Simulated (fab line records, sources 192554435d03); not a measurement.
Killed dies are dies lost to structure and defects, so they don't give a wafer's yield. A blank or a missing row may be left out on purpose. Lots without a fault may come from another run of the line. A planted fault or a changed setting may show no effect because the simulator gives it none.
Chamber matching | flow n5_finfet | N5_BEOL_M12_ETCH_38 on rie_diel-04: 4 sister chambers
The step etches SiCN in CF4/N2, target depth 68.7 nm, time 73.4 s. 14 wafers are shown with their chamber, then 6 later ones without.

WAFERS WITH THEIR CHAMBER
wafer  | chamber | showerhead_plenum_p_Torr (Torr) | throttle_valve_pct (%) | oes_product_au (a.u.)
L579.3 | 3       | 2.27                            | 15.55                  | 0.71
L579.4 | 3       | 2.27                            | 15.56                  | 0.71
L579.6 | 2       | 2.26                            | 15.53                  | 0.87
L581.3 | 1       | 2.22                            | 15.46                  | 0.75
L581.4 | 3       | 2.27                            | 15.57                  | 0.70
L581.5 | 2       | 2.25                            | 15.55                  | 0.86
L585.4 | 0       | 2.33                            | 15.06                  | 0.92
L585.6 | 1       | 2.22                            | 15.47                  | 0.75
L587.2 | 1       | 2.22                            | 15.46                  | 0.74
L587.3 | 0       | 2.33                            | 15.09                  | 0.92
L587.4 | 3       | 2.26                            | 15.58                  | 0.69
L586.2 | 0       | 2.33                            | 15.08                  | 0.91
L586.4 | 0       | 2.33                            | 15.07                  | 0.92
L586.5 | 2       | 2.25                            | 15.58                  | 0.85

SIGNATURES (means of the wafers above)
reading                  | chamber 0 | chamber 1 | chamber 2 | chamber 3 | scatter within a chamber
showerhead_plenum_p_Torr | 2.3300    | 2.2200    | 2.2533    | 2.2675    | 0.00376
throttle_valve_pct       | 15.0750   | 15.4633   | 15.5533   | 15.5650   | 0.0153
oes_product_au           | 0.9175    | 0.7467    | 0.8600    | 0.7025    | 0.00785
Rule: a wafer's distance from a chamber is the root of the sum, over the readings, of the square of ((its reading less the chamber's mean) divided by the reading's scatter). The wafer belongs to the nearest chamber; if the next one is less than 2 further off, it can't be placed. The scatter: the root of (the sum of the squares of (reading less its chamber's mean) over the shown wafers, divided by (wafers less chambers)).

WAFERS WITHOUT THEIR CHAMBER
wafer  | showerhead_plenum_p_Torr (Torr) | throttle_valve_pct (%) | oes_product_au (a.u.)
L595.4 | 2.24                            | 15.61                  | 0.83
L595.5 | 2.24                            | 15.61                  | 0.83
L595.6 | 2.21                            | 15.51                  | 0.74
L596.1 | 2.21                            | 15.54                  | 0.72
L596.3 | 2.32                            | 15.12                  | 0.88
L596.4 | 2.26                            | 15.17                  | 0.92

WHICH CHAMBER EACH WENT THROUGH
wafer  | from the rows above | in truth
L595.4 | 2                   | 2
L595.5 | 2                   | 2
L595.6 | 1                   | 1
L596.1 | 1                   | 1
L596.3 | 0                   | 0
L596.4 | 0                   | 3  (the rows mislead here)
Placed correctly: 5 of 6. Can't be placed from these rows: 0. Placed wrongly: 1.
